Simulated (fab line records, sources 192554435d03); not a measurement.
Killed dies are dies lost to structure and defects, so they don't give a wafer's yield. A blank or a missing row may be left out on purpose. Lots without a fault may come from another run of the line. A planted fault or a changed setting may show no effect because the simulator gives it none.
Split-lot experiment | flow n5_finfet | 7 lots, 39 wafers read, on a route of 1938 steps

THE SPLIT
At N5_MIM_BOT_ETCH_ETCH_04 (etches SiNx in CF4/O2, target depth 26 nm, time 13 s), the setting time_s was moved away from the recipe's 13 s on 18 of the 39 wafers read, by -59.1% to +34.5%. The other wafers ran this setting at the recipe's value.

The reading is taken at the split's own step.

THE READING
MIM_BOT_ETCH.cd_offset_nm (the simulator's own value, which no gauge read), in nm, at N5_MIM_BOT_ETCH_ETCH_04 (etches SiNx in CF4/O2, target depth 26 nm, time 13 s). The file gives no usual value for it. The 21 wafers here that ran the recipe average 0.0 nm, standard deviation 0.15 nm.

wafer  | tool, chamber at the split | time_s as run, s | against the recipe | MIM_BOT_ETCH.cd_offset_nm, nm | against lot-mates on the recipe
L076.1 | rie_diel-06, 0             | 13               | recipe             | -0.2                          | -
L076.2 | rie_diel-06, 3             | 5.318            | -59.1%             | 1                             | +1.1
L076.3 | rie_diel-06, 1             | 13               | recipe             | 0                             | -
L076.4 | rie_diel-06, 2             | 5.318            | -59.1%             | 0.6                           | +0.7
L076.5 | rie_diel-06, 2             | 13               | recipe             | 0                             | -
L076.6 | rie_diel-06, 1             | 5.318            | -59.1%             | 0.6                           | +0.7
L077.1 | rie_diel-06, 3             | 13               | recipe             | 0.2                           | -
L077.2 | rie_diel-06, 2             | 13               | recipe             | 0.2                           | -
L077.3 | rie_diel-06, 1             | 15.11            | +16.2%             | -0.2                          | -0.3
L077.4 | rie_diel-06, 0             | 15.11            | +16.2%             | -0.2                          | -0.3
L077.5 | rie_diel-06, 3             | 15.11            | +16.2%             | 0                             | -0.1
L077.6 | rie_diel-06, 0             | 13               | recipe             | -0.2                          | -
L082.1 | rie_diel-05, 2             | 13               | recipe             | 0                             | -
L082.2 | rie_diel-05, 1             | 17.49            | +34.5%             | -0.2                          | -0.3
L082.3 | rie_diel-05, 2             | 17.49            | +34.5%             | -0.4                          | -0.5
L082.4 | rie_diel-05, 1             | 13               | recipe             | 0.2                           | -
L082.5 | rie_diel-05, 2             | 13               | recipe             | 0                             | -
L082.6 | rie_diel-05, 1             | 17.49            | +34.5%             | -0.2                          | -0.3
L083.1 | rie_diel-06, 2             | 13               | recipe             | 0                             | -
L083.2 | rie_diel-06, 1             | 13               | recipe             | -0.2                          | -
L083.5 | rie_diel-06, 1             | 13               | recipe             | 0                             | -
L085.1 | rie_diel-05, 0             | 13               | recipe             | 0.2                           | -
L085.2 | rie_diel-05, 1             | 13               | recipe             | 0.2                           | -
L085.3 | rie_diel-05, 2             | 13               | recipe             | 0                             | -
L085.4 | rie_diel-05, 0             | 16.65            | +28.1%             | -0.2                          | -0.3
L085.5 | rie_diel-05, 2             | 16.65            | +28.1%             | -0.2                          | -0.3
L085.6 | rie_diel-05, 1             | 16.65            | +28.1%             | -0.2                          | -0.3
L087.1 | rie_diel-04, 3             | 13               | recipe             | 0.2                           | -
L087.2 | rie_diel-04, 0             | 13               | recipe             | 0                             | -
L087.3 | rie_diel-04, 1             | 7.575            | -41.7%             | 0.2                           | +0.1
L087.4 | rie_diel-04, 2             | 7.575            | -41.7%             | 0.6                           | +0.5
L087.5 | rie_diel-04, 3             | 13               | recipe             | 0.2                           | -
L087.6 | rie_diel-04, 2             | 7.575            | -41.7%             | 0.4                           | +0.3
L088.1 | rie_diel-04, 3             | 13               | recipe             | 0.2                           | -
L088.2 | rie_diel-04, 0             | 13               | recipe             | 0                             | -
L088.3 | rie_diel-04, 2             | 7.671            | -41.0%             | 0.6                           | +0.6
L088.4 | rie_diel-04, 1             | 13               | recipe             | -0.2                          | -
L088.5 | rie_diel-04, 2             | 7.671            | -41.0%             | 0.6                           | +0.6
L088.6 | rie_diel-04, 3             | 7.671            | -41.0%             | 0.6                           | +0.6

THE FIT
A straight line over all 39 wafers: MIM_BOT_ETCH.cd_offset_nm changes by -0.0107 nm for each +1% of time_s; r = -0.89; the points scatter about the line by 0.15 nm.
The same after taking each lot's own level away (the mean of its wafers on the recipe; 39 wafers): -0.0117 nm for each +1%; r = -0.90; scatter 0.15 nm.
On that fit, the largest move of time_s shifts the reading by 0.69 nm.
The lots' own levels span -0.07 to 0.13 nm, that is 1.4 times the standard deviation above.
So the lot-to-lot level changes the slope little: the two slopes agree.
Check: with one of the wafers moved furthest among these (-59.1%) left out of the fit, the line predicts +0.635 nm for it against its lot-mates. It came out at +1.07 nm against them.

OTHER SPLITS ON THESE WAFERS
These wafers also went through other splits before the reading. Each is held against what the fit with the lots' levels taken away leaves over:
other split on the same wafers     | wafers away from the commonest value | r with MIM_BOT_ETCH.cd_offset_nm (lot level and that fit taken away)
N5_BEOL_M7_SPUTTER_48 target_thk_a | 12                                   | +0.18
N5_BEOL_M11_VIA_ETCH_34 time_s     | 15                                   | -0.10

THE WHOLE CHAIN: every reading that the file lists as answering this split, in the file's order
step                    | what it does                                         | reading                                                                    | change (the file's fit)                | r (the file's)
N5_MIM_BOT_ETCH_ETCH_04 | etches SiNx in CF4/O2, target depth 26 nm, time 13 s | etch.depth_nm (the simulator's own value, which no gauge read)             | +0.265 nm for each +1% of the setting  | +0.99
N5_MIM_BOT_ETCH_ETCH_04 | etches SiNx in CF4/O2, target depth 26 nm, time 13 s | MIM_BOT_ETCH.cd_offset_nm (the simulator's own value, which no gauge read) | -0.0117 nm for each +1% of the setting | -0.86

THE FILE'S OWN FIT
MIM_BOT_ETCH.cd_offset_nm changes by -0.0117 nm for each +1% of time_s, r = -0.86.
